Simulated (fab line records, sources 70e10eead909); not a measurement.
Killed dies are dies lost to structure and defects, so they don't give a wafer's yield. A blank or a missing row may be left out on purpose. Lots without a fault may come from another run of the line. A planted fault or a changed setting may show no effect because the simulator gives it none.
Problem report in the 8D (eight disciplines) form, filled by code | flow nand_harc | the parts of the form that need people (team, actions taken, sign-off) are left out

1. THE PROBLEM
killed_dies at NHARC_END_SORT_01 reads a mean of 677 on 9 wafers of 3 lots; wafers without a fault read 58 with a standard deviation of 16. That is +39 standard deviations from the usual mean.
First seen on wafer L571.3, day 30 04:11, on prober-02. The record holds 9 wafers of 3 lots with a number at this step. Rule for "out", or "out of limits": more than 4 standard deviations from the usual mean. The other wafers with a number count as sound.

2. WHAT IT IS AND WHAT IT IS NOT
question                    | is                           | is not
which readings at this step | killed_dies, killed_at_array | killed_at_other, killed_at_periphery
which lots                  | L570, L571, L572             | -
which wafers of those lots  | all that have a number       | -
read on which gauges        | prober-01, prober-02         | -
when                        | from day 30 04:11            | up to then (0 sound wafers)

3. SUSPECTS, AND WHAT RULES EACH OUT
Counting: a tool at a process step up to the reading stays a suspect if it ran every lot that is out and no sound lot after the first of them.
- the gauge at NHARC_END_SORT_01: ruled out. The wafers that are out were read on 2 gauges (prober-01, prober-02).
- lpcvd_poly-04 at NHARC_A_CHANNEL_FILL_D2_CVD_18 (deposits poly-Si, target thk 3 nm): kept. It ran every lot that is out, first L570 (day 20 08:55), and no sound lot after that.
Left after counting: lpcvd_poly-04 at NHARC_A_CHANNEL_FILL_D2_CVD_18.

4. THE CAUSE (what the simulator had put in)
Skipped step whole: lpcvd_poly-04, from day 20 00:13 on, at NHARC_A_CHANNEL_FILL_D2_CVD_18. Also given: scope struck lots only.
Counting left only this tool.

5. THE CHAIN OF EFFECTS, in route order
Each row: a reading whose mean over the struck wafers that have a number lies more than 3 standard deviations from the usual. Only readings for which the record gives a usual standard deviation are gone through. hours: the time from each lot's start at the first step in this table that gives one to its start at this step, as a median over the lots. sigmas: the change in usual standard deviations.
hours | step              | reading         | usual | on struck wafers | change | sigmas
0     | NHARC_END_SORT_01 | killed_at_array | 54    | 672              | +618   | +36
0     | NHARC_END_SORT_01 | killed_dies     | 58    | 677              | +619   | +39
Readings that are blank on the struck wafers while sound wafers have them: spike_tc_bottom_C at NHARC_A_CHANNEL_FILL_D2_CVD_18; spike_tc_centre_C at NHARC_A_CHANNEL_FILL_D2_CVD_18; spike_tc_upper_C at NHARC_A_CHANNEL_FILL_D2_CVD_18; zone_power_centre_pct at NHARC_A_CHANNEL_FILL_D2_CVD_18.

6. WHAT WOULD HAVE CAUGHT IT SOONER
In this record the first reading out of limits at a measuring or inspecting step was taken at day 30 04:11, 244 hours after the fault began at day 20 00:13.
At NHARC_A_CHANNEL_FILL_D2_CVD_18 the tool's readings are blank on the struck wafers, where sound wafers have them: an empty tool record is the first sign, and it was there at once.
All the lots that are out (3) had begun NHARC_A_CHANNEL_FILL_D2_CVD_18 on lpcvd_poly-04 by day 30 04:11. A hold on the tool at that time would have spared none of them.
